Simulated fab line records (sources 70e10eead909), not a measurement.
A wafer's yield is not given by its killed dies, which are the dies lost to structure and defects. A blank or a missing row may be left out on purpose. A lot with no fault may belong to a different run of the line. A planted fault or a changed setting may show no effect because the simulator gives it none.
Which tool was responsible?    flow nand harc    7 lots (21 wafers sampled), 1 step of a 1302-step route

WHAT EACH GAUGE READ, for each wafer
NHARC_A_ONON_D1_THK_MEAS_21: measures by ellipsometry.
lot   measured      on             thk nm (nm)
L747  day 9 10:13   film metro-02  1016 1014 1014
L753  day 11 19:22  film metro-02  1004 1002 1001
L756  day 13 01:32  film metro-02  1008 1005 1005
L760  day 14 20:32  film metro-02  1003 1003 1002
L761  day 15 13:40  film metro-02  1001 1000 1000
L764  day 16 18:41  film metro-01  992 994 996
L767  day 17 18:41  film metro-02  989 991 988

WHAT TOOL EACH LOT RAN ON (gives the tool, then ch and the chambers of the sampled wafers, and finally the start)
No process step before these readings appears in the record.

THE ANSWER, worked out from the rows above alone
Rule: usual is defined by the lots themselves. Put in order of their means at a reading, lots are off if they are a third of the lots or fewer, leave a main group of 4 or more, and stand apart from it by a gap of 3 or more times the standard deviation of the main group's means; of several such gaps the widest counts. A main group is skipped when, at the precision printed for the reading in the tables above, its means are all equal. Also off: a lot with no number at a reading for which 4 or more lots have one. The other lots that the step has rows for count as sound.
None of the lots is off at any reading shown; this tells nothing.

WHAT WAS PUT IN BY THE SIMULATOR
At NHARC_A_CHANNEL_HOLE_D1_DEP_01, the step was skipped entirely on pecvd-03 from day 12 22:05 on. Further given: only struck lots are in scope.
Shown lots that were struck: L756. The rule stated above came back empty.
